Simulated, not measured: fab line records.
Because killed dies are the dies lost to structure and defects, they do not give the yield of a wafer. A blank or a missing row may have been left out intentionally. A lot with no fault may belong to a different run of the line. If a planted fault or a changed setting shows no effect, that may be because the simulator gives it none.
fab line records	flow n5Finfet	part 1 of 2: steps 1 to 4 of 6
[record] lots = 23	wafers = 69	lastDay = 18
route steps=1938 shown BEOL_M8@1346
lots untouched by any fault: they come from a run of this same line in which no faults occurred
startH: start of the lot's first displayed wafer, in hours after the record's first day	waitH: hours since the lot's step before	" same as the row above	L1.1+2: one row covering several wafers at once	- no value, or no start was given	* or withheld: withheld	< > ~ a bound
route shown NAME@n: NAME is a module with steps in the file, n the number in the route of the first one	usual: average and standard deviation across the fault-free wafers	same: alike in all rows	chamber/n: place in a boat	sites: the reading at each site	_std_site: the standard deviation of these	_edge_site: outer sites' mean less inner sites'	radiusMm: for every site, how far away it sits from the centre of the wafer	mask NAME#n: copy n	behind: the most recent tool/chamber to have shaped the wafer	hold: cause of the lot's hold/its duration in hours/its outcome	device: whichever transistor did not switch (one of n, p or np)	end of line: the tests these same wafers got at the end of their route	where a step has no rows: the recipe by itself	killed: the dies lost at the first sort to structure and to defects; this is not the yield of the wafer	map: a wafer's dies, x killed, . not, _ none there
set.NAME: the setting the step ran with; set.NAME@STEP: the setting that earlier step ran with	model.NAME: the simulator's own value behind a step, which no gauge read
one table for each step of the route and one row for each wafer, over a sample of lots
services: a tool's chamber out of use, with start hour (startH, from the record's first day; less than 0 if before it), hours out, and reason
[[steps]]
[step N5_BEOL_M8_OVL_MEAS_12]
[recipe] pointsPerWafer = 44
[usual] M8_OVL = -0.1/0.77
lot.wafer	tool	chamber	startH	waitH	M8_OVL[nm]
L075.1	overlay-01	0	224.87	0.0	-0.2
L075.2	"	0	"	"	-0.1
L075.6	"	0	"	"	-0.3
L074.3	overlay-01	0	229.18	0.0	-0.4
L074.5	"	0	"	"	-0.2
L074.6	"	0	"	"	0.8
L076.4	overlay-01	0	238.47	0.0	0.1
L076.5	"	0	"	"	0.6
L076.6	"	0	"	"	0.2
L077.2	overlay-02	0	243.77	0.0	-0.7
L077.5	"	0	"	"	-0.5
L077.6	"	0	"	"	-0.4
L079.2	overlay-02	0	248.47	0.0	-0.3
L079.3	"	0	"	"	-0.2
L079.4	"	0	"	"	-0.9
L078.3	overlay-02	0	249.03	0.0	0.4
L078.4	"	0	"	"	1.6
L078.6	"	0	"	"	1.8
L080.2	overlay-02	0	251.40	0.0	-0.2
L080.5	"	0	"	"	0.0
L080.6	"	0	"	"	-0.5
L083.3	overlay-01	0	256.57	0.0	-1.2
L083.5	"	0	"	"	-1.0
L083.6	"	0	"	"	-1.4
L081.1	overlay-02	0	276.37	0.0	-0.5
L081.4	"	0	"	"	-0.9
L081.5	"	0	"	"	-2.3
L084.2	overlay-01	0	285.03	0.0	0.8
L084.3	"	0	"	"	0.6
L084.5	"	0	"	"	-0.9
L082.1	overlay-02	0	285.20	0.0	0.9
L082.3	"	0	"	"	1.2
L082.4	"	0	"	"	0.9
L088.1	overlay-02	0	289.88	0.0	0.7
L088.5	"	0	"	"	0.7
L088.6	"	0	"	"	-0.1
L085.2	overlay-01	0	295.29	0.0	0.7
L085.3	"	0	"	"	0.5
L085.4	"	0	"	"	-0.1
L086.1	overlay-02	0	304.52	0.0	0.2
L086.5	"	0	"	"	0.4
L086.6	"	0	"	"	-0.5
L087.1	overlay-01	0	308.34	0.0	-1.6
L087.3	"	0	"	"	-0.7
L087.6	"	0	"	"	-0.7
L089.2	overlay-02	0	317.46	0.0	-0.3
L089.5	"	0	"	"	-0.4
L089.6	"	0	"	"	-0.4
L090.1	overlay-02	0	321.21	0.0	-1.4
L090.3	"	0	"	"	0.1
L090.4	"	0	"	"	-1.1
L092.1	overlay-01	0	321.96	0.0	0.1
L092.4	"	0	"	"	-0.5
L092.6	"	0	"	"	-0.1
L091.1	overlay-02	0	325.45	0.0	-0.6
L091.2	"	0	"	"	-0.7
L091.3	"	0	"	"	-0.7
L094.1	overlay-02	0	336.20	0.0	0.4
L094.5	"	0	"	"	-0.3
L094.6	"	0	"	"	-0.2
L095.3	overlay-02	0	345.19	0.0	0.8
L095.5	"	0	"	"	1.2
L095.6	"	0	"	"	0.1
L096.1	overlay-01	0	362.63	0.0	0.6
L096.2	"	0	"	"	-0.3
L096.4	"	0	"	"	-0.4
L097.2	overlay-01	0	367.09	0.0	0.1
L097.3	"	0	"	"	0.7
L097.5	"	0	"	"	1.0
[step N5_BEOL_M8_ETCH_61]
[recipe] chemistry = CF4	target = SiARC	targetDepthA = 455	maskMaterial = CAR-ArF	timeS = 75.8	ionEnergyEv = 80	pressureMtorr = 40	sourceW = 545	biasW = 36	Ar_flow_sccm = 100	cf4FlowSccm = 100	ends = cleared
[usual] drypumpMotorCurrentA = 5.7/0.43	etchRfOnTimeS = 76.2/1.8	oesProductAu = 0.68/0.077	rfVppV = 183.8/1.1	showerheadPlenumPTorr = 2.12/0.072	throttleValvePct = 15.59/0.25
lot.wafer	tool	chamber	startH	waitH	drypumpMotorCurrentA	etchRfOnTimeS	oesProductAu	rfHoursCounterH	rfVppV	showerheadPlenumPTorr	throttleValvePct
L075.1	rieDiel-03	0	224.96	0.0	5.3	75.9	0.61	198	182.1	2.05	15.72
L075.2	"	3	"	"	6.6	77.6	0.69	91	183.8	2.23	15.41
L075.6	"	3	"	"	6.6	78.4	0.69	-	183.9	2.23	15.40
L074.3	rieDiel-03	1	229.61	0.0	5.7	72.3	0.86	4	184.1	2.20	15.57
L074.5	"	0	"	"	5.4	76.5	0.61	-	182.0	2.05	15.74
L074.6	"	1	"	"	5.7	72.4	0.86	-	185.4	2.20	15.56
L076.4	rieDiel-01	2	238.76	0.0	5.8	77.8	0.59	224	185.0	2.12	15.84
L076.5	"	3	"	"	5.5	76.9	0.60	-	182.7	2.10	15.60
L076.6	"	0	"	"	5.5	77.5	0.61	-	184.7	2.22	15.72
L077.2	rieDiel-06	2	244.29	0.0	5.3	76.2	0.78	20	184.8	2.18	15.32
L077.5	"	2	"	"	5.3	75.4	0.78	-	184.8	2.18	15.33
L077.6	"	1	"	"	5.4	75.0	0.76	-	183.9	2.08	15.13
L079.2	rieDiel-01	1	248.57	0.0	5.3	75.4	0.59	239	182.6	2.03	16.20
L079.3	"	0	"	"	5.5	77.2	0.60	200	185.2	2.21	15.71
L079.4	"	3	"	"	5.5	76.4	0.60	218	184.6	2.10	15.61
L078.3	rieDiel-01	1	249.14	0.0	5.3	75.4	0.59	239	183.6	2.03	16.19
L078.4	"	3	"	"	5.5	76.7	0.60	219	183.9	2.10	15.61
L078.6	"	1	"	"	5.3	74.7	0.59	-	183.4	2.03	16.19
L080.2	rieDiel-03	2	251.51	0.0	5.7	75.1	0.75	36	185.6	2.27	15.64
L080.5	"	3	"	"	6.6	78.9	0.67	-	184.4	2.23	15.41
L080.6	"	2	"	"	5.7	75.9	0.75	-	187.2	2.27	15.64
L083.3	rieDiel-06	1	256.66	0.0	5.4	74.6	0.76	39	182.9	2.08	15.14
L083.5	"	1	"	"	5.4	75.0	0.75	-	183.8	2.08	15.14
L083.6	"	3	"	"	5.5	74.7	0.74	-	182.8	2.09	15.77
L081.1	rieDiel-06	3	276.46	0.0	5.5	76.0	0.72	58	183.9	2.09	15.78
L081.4	"	2	"	"	5.4	75.8	0.77	28	184.6	2.17	15.34
L081.5	"	1	"	"	5.5	75.7	0.74	-	183.5	2.07	15.16
L084.2	rieDiel-06	3	285.27	0.0	5.5	75.1	0.72	61	182.6	2.09	15.80
L084.3	"	0	"	"	6.5	78.1	0.62	166	184.0	2.06	15.73
L084.5	"	3	"	"	5.5	76.4	0.71	-	183.3	2.09	15.80
L082.1	rieDiel-03	3	285.31	0.0	6.6	79.5	0.67	112	185.1	2.23	15.45
L082.3	"	1	"	"	5.7	73.4	0.80	23	183.0	2.19	15.60
L082.4	"	2	"	"	5.7	75.9	0.74	49	185.0	2.27	15.67
L088.1	rieDiel-01	2	290.15	0.0	5.8	78.6	0.57	246	182.8	2.11	15.86
L088.5	"	0	"	"	5.5	78.3	0.59	-	184.9	2.21	15.75
L088.6	"	2	"	"	5.8	78.2	0.57	-	183.2	2.11	15.85
L085.2	rieDiel-03	0	295.38	0.0	5.3	77.0	0.59	222	182.6	2.04	15.78
L085.3	"	3	"	"	6.6	78.3	0.67	116	184.8	2.23	15.44
L085.4	"	1	"	"	5.7	73.4	0.80	26	184.8	2.19	15.62
L086.1	rieDiel-06	2	304.62	0.0	5.3	75.5	0.75	36	184.8	2.17	15.36
L086.5	"	1	"	"	5.5	74.8	0.72	-	182.4	2.07	15.17
L086.6	"	2	"	"	5.3	75.5	0.76	-	184.4	2.17	15.36
L087.1	rieDiel-06	0	308.44	0.0	6.5	78.0	0.62	173	182.8	2.06	15.72
L087.3	"	2	"	"	5.3	74.5	0.75	37	185.1	2.17	15.37
L087.6	"	2	"	"	5.3	76.2	0.75	-	184.2	2.17	15.37
L089.2	rieDiel-03	2	317.55	0.0	5.8	76.2	0.72	60	185.5	2.27	15.69
L089.5	"	1	"	"	5.6	74.0	0.78	-	184.2	2.19	15.63
L089.6	"	0	"	"	5.3	77.5	0.58	-	182.8	2.04	15.77
L090.1	rieDiel-06	1	321.64	0.0	5.4	74.5	0.73	62	183.6	2.07	15.18
L090.3	"	2	"	"	5.4	75.6	0.75	43	184.6	2.17	15.36
L090.4	"	0	"	"	6.5	77.7	0.62	178	183.6	2.06	15.77
L092.1	rieDiel-06	0	322.07	0.0	6.5	77.8	0.62	179	182.6	2.06	15.76
L092.4	"	1	"	"	5.4	74.3	0.73	62	182.5	2.07	15.19
L092.6	"	1	"	"	5.5	74.5	0.72	-	183.3	2.07	15.19
L091.1	rieDiel-06	1	326.24	0.0	5.5	74.9	0.72	64	185.0	2.07	15.19
L091.2	"	2	"	"	5.3	76.4	0.74	45	184.9	2.17	15.36
L091.3	"	3	"	"	5.5	75.2	0.71	75	183.2	2.09	15.82
L094.1	rieDiel-06	2	336.30	0.0	5.3	76.4	0.73	48	185.9	2.17	15.39
L094.5	"	2	"	"	5.3	75.7	0.74	-	183.3	2.17	15.37
L094.6	"	1	"	"	5.5	75.1	0.72	-	184.0	2.07	15.20
L095.3	rieDiel-06	1	345.29	0.0	5.5	75.9	0.70	70	182.8	2.07	15.18
L095.5	"	0	"	"	6.5	77.9	0.61	-	183.0	2.05	15.78
L095.6	"	3	"	"	5.6	75.3	0.70	-	183.5	2.08	15.82
L096.1	rieDiel-03	1	362.73	0.0	5.7	73.1	0.77	47	185.8	2.19	15.64
L096.2	"	2	"	"	5.7	76.8	0.69	79	185.4	2.26	15.71
L096.4	"	0	"	"	5.4	77.2	0.58	248	182.0	2.03	15.82
L097.2	rieDiel-01	1	367.86	0.0	5.3	74.6	0.78	33	185.4	2.27	15.78
L097.3	"	3	"	"	5.5	78.9	0.78	5	182.4	2.09	15.17
L097.5	"	1	"	"	5.3	74.5	0.77	-	185.5	2.27	15.77
[step N5_BEOL_M8_HM_OPEN_17]
[recipe] chemistry = Cl2/BCl3	targetDepthA = 200	overetchA = 60	target = TiN	maskMaterial = SOC	ionEnergyEv = 150	pressureMtorr = 10	icpW = 1000	biasW = 126	Cl2_flow_sccm = 53.25	bcl3FlowSccm = 21.75	Ar_flow_sccm = 25
[usual] bcl3FlowSccm = 21.74/0.066	drypumpMotorCurrentA = 5.64/0.25	oesProductAu = 0.72/0.075	throttleValvePct = 22.15/0.27
lot.wafer	tool	chamber	startH	waitH	bcl3FlowSccm	drypumpMotorCurrentA	oesProductAu	rfHoursCounterH	throttleValvePct
L075.1	rieMetal-03	0	225.20	0.0	21.80	5.92	0.80	6	21.79
L075.2	"	1	"	"	21.69	5.27	0.72	25	21.93
L075.6	"	0	"	"	21.80	5.93	0.78	-	21.81
L074.3	rieMetal-03	0	229.88	0.1	21.75	5.92	0.80	-	21.81
L074.5	"	0	"	"	21.72	5.94	0.80	-	21.79
L074.6	"	1	"	"	21.77	5.25	0.71	-	21.95
L076.4	rieMetal-03	1	239.03	0.1	21.68	5.27	0.71	-	21.94
L076.5	"	0	"	"	21.87	5.94	0.77	-	21.83
L076.6	"	1	"	"	21.73	5.25	0.71	-	21.94
L077.2	rieMetal-01	0	244.54	0.0	21.64	5.57	0.74	18	21.98
L077.5	"	0	"	"	21.74	5.55	0.73	-	21.97
L077.6	"	1	"	"	21.73	5.37	0.59	-	22.54
L079.2	rieMetal-02	0	248.81	0.0	21.70	5.80	0.83	2	22.36
L079.3	"	0	"	"	21.74	5.80	0.83	-	22.34
L079.4	"	1	"	"	21.69	5.91	0.52	-	22.63
L078.3	rieMetal-01	1	249.41	0.1	21.73	5.36	0.58	-	22.53
L078.4	"	0	"	"	21.75	5.57	0.74	-	21.96
L078.6	"	1	"	"	21.67	5.37	0.59	-	22.55
L080.2	rieMetal-03	0	251.76	0.0	21.85	5.91	0.78	8	21.82
L080.5	"	0	"	"	21.90	5.92	0.78	-	21.81
L080.6	"	1	"	"	21.66	5.29	0.71	-	21.96
L083.3	rieMetal-01	0	256.93	0.1	21.85	5.60	0.73	-	21.95
L083.5	"	0	"	"	21.77	5.58	0.74	-	21.93
L083.6	"	1	"	"	21.72	5.39	0.58	-	22.54
L081.1	rieMetal-01	0	276.71	0.0	21.74	5.59	0.73	21	21.97
L081.4	"	1	"	"	21.75	5.35	0.58	-	22.55
L081.5	"	1	"	"	21.69	5.36	0.58	-	22.54
L084.2	rieMetal-02	0	285.54	0.1	21.73	5.76	0.79	-	22.37
L084.3	"	0	"	"	21.80	5.76	0.79	-	22.38
L084.5	"	0	"	"	21.71	5.78	0.81	-	22.36
L082.1	rieMetal-03	1	285.55	0.0	21.78	5.29	0.71	29	21.94
L082.3	"	1	"	"	21.77	5.28	0.71	-	21.93
L082.4	"	0	"	"	21.75	5.93	0.76	-	21.84
L088.1	rieMetal-02	0	290.40	0.0	21.83	5.77	0.79	6	22.36
L088.5	"	0	"	"	21.80	5.78	0.80	-	22.37
L088.6	"	0	"	"	21.74	5.77	0.79	-	22.39
L085.2	rieMetal-01	1	295.63	0.0	21.76	5.37	0.57	82	22.56
L085.3	"	0	"	"	21.67	5.57	0.71	-	21.99
L085.4	"	1	"	"	21.76	5.40	0.57	-	22.56
L086.1	rieMetal-03	0	304.86	0.0	21.73	5.93	0.76	12	21.82
L086.5	"	0	"	"	21.81	5.93	0.77	-	21.83
L086.6	"	1	"	"	21.66	5.29	0.71	-	21.96
L087.1	rieMetal-01	0	308.68	0.0	21.70	5.54	0.71	24	21.99
L087.3	"	1	"	"	21.68	5.38	0.58	-	22.54
L087.6	"	0	"	"	21.74	5.55	0.71	-	21.97
L089.2	rieMetal-01	1	317.79	0.0	21.71	5.38	0.57	85	22.58
L089.5	"	0	"	"	21.78	5.59	0.71	-	21.99
L089.6	"	1	"	"	21.69	5.38	0.56	-	22.60
L090.1	rieMetal-03	0	321.88	0.0	21.75	5.92	0.76	13	21.81
L090.3	"	0	"	"	21.82	5.93	0.76	-	21.81
L090.4	"	1	"	"	21.79	5.29	0.71	-	21.97
L092.1	rieMetal-02	0	322.32	0.0	21.67	5.77	0.76	11	22.38
L092.4	"	1	"	"	21.88	5.90	0.79	-	22.28
L092.6	"	0	"	"	21.63	5.77	0.77	-	22.37
L091.1	rieMetal-03	0	326.49	0.0	21.72	5.94	0.75	14	21.82
L091.2	"	1	"	"	21.74	5.29	0.70	33	21.95
L091.3	"	0	"	"	21.76	5.93	0.75	-	21.82
L094.1	rieMetal-02	0	336.54	0.0	21.82	5.78	0.75	13	22.38
L094.5	"	1	"	"	21.64	5.88	0.79	-	22.28
L094.6	"	0	"	"	21.82	5.79	0.76	-	22.40
L095.3	rieMetal-02	1	345.56	0.1	21.66	5.91	0.77	-	22.30
L095.5	"	1	"	"	21.68	5.89	0.78	-	22.30
L095.6	"	0	"	"	21.71	5.80	0.76	-	22.37
L096.1	rieMetal-03	0	362.97	0.0	21.68	5.93	0.74	17	21.81
L096.2	"	1	"	"	21.86	5.27	0.67	36	21.97
L096.4	"	0	"	"	21.69	5.94	0.74	-	21.84
L097.2	rieMetal-02	0	368.11	0.0	21.76	5.80	0.74	16	22.41
L097.3	"	0	"	"	21.75	5.81	0.75	-	22.39
L097.5	"	0	"	"	21.65	5.81	0.73	-	22.41
[step N5_BEOL_M8_CD_MEAS_18]
[recipe] pitchNm = 80	targetCdNm = 40
[usual] cdNm = 40.2/0.68
lot.wafer	tool	chamber	startH	waitH	cdNm
L075.1	cdSem-02	-	225.51	0.0	40.5
L075.2	"	-	"	"	41.1
L075.6	"	-	"	"	41.4
L074.3	cdSem-02	-	230.03	0.1	40.9
L074.5	"	-	"	"	40.8
L074.6	"	-	"	"	41.7
L076.4	cdSem-02	-	239.19	0.1	39.8
L076.5	"	-	"	"	40.5
L076.6	"	-	"	"	41.6
L077.2	cdSem-03	-	244.75	0.1	40.5
L077.5	"	-	"	"	41.9
L077.6	"	-	"	"	39.9
L079.2	cdSem-02	-	248.99	0.1	40.7
L079.3	"	-	"	"	41.1
L079.4	"	-	"	"	40.1
L078.3	cdSem-01	-	249.56	0.1	39.0
L078.4	"	-	"	"	39.7
L078.6	"	-	"	"	39.1
L080.2	cdSem-02	-	251.94	0.1	39.5
L080.5	"	-	"	"	40.2
L080.6	"	-	"	"	40.6
L083.3	cdSem-02	-	257.08	0.1	40.3
L083.5	"	-	"	"	40.5
L083.6	"	-	"	"	40.7
L081.1	cdSem-02	-	276.91	0.0	40.4
L081.4	"	-	"	"	39.5
L081.5	"	-	"	"	40.0
L082.1	cdSem-03	-	285.73	0.0	41.1
L082.3	"	-	"	"	41.5
L082.4	"	-	"	"	40.8
L084.2	cdSem-01	-	285.78	0.1	40.2
L084.3	"	-	"	"	39.1
L084.5	"	-	"	"	39.7
L088.1	cdSem-03	-	290.68	0.0	39.0
L088.5	"	-	"	"	38.4
L088.6	"	-	"	"	39.7
L085.2	cdSem-01	-	295.81	0.1	40.0
L085.3	"	-	"	"	40.5
L085.4	"	-	"	"	39.7
L086.1	cdSem-02	-	305.04	0.0	40.6
L086.5	"	-	"	"	40.1
L086.6	"	-	"	"	40.6
L087.1	cdSem-03	-	308.86	0.0	40.1
L087.3	"	-	"	"	40.5
L087.6	"	-	"	"	39.7
L089.2	cdSem-02	-	317.99	0.1	40.5
L089.5	"	-	"	"	41.4
L089.6	"	-	"	"	39.6
L090.1	cdSem-03	-	322.06	0.0	40.2
L090.3	"	-	"	"	40.8
L090.4	"	-	"	"	40.2
L092.1	cdSem-01	-	322.50	0.0	39.3
L092.4	"	-	"	"	41.0
L092.6	"	-	"	"	40.8
L091.1	cdSem-03	-	326.67	0.0	40.5
L091.2	"	-	"	"	41.0
L091.3	"	-	"	"	39.9
L094.1	cdSem-03	-	336.72	0.0	39.4
L094.5	"	-	"	"	39.4
L094.6	"	-	"	"	40.1
L095.3	cdSem-01	-	345.71	0.1	39.7
L095.5	"	-	"	"	40.5
L095.6	"	-	"	"	39.6
L096.1	cdSem-02	-	363.18	0.0	41.3
L096.2	"	-	"	"	40.3
L096.4	"	-	"	"	41.0
L097.2	cdSem-02	-	368.29	0.1	40.3
L097.3	"	-	"	"	41.0
L097.5	"	-	"	"	40.7
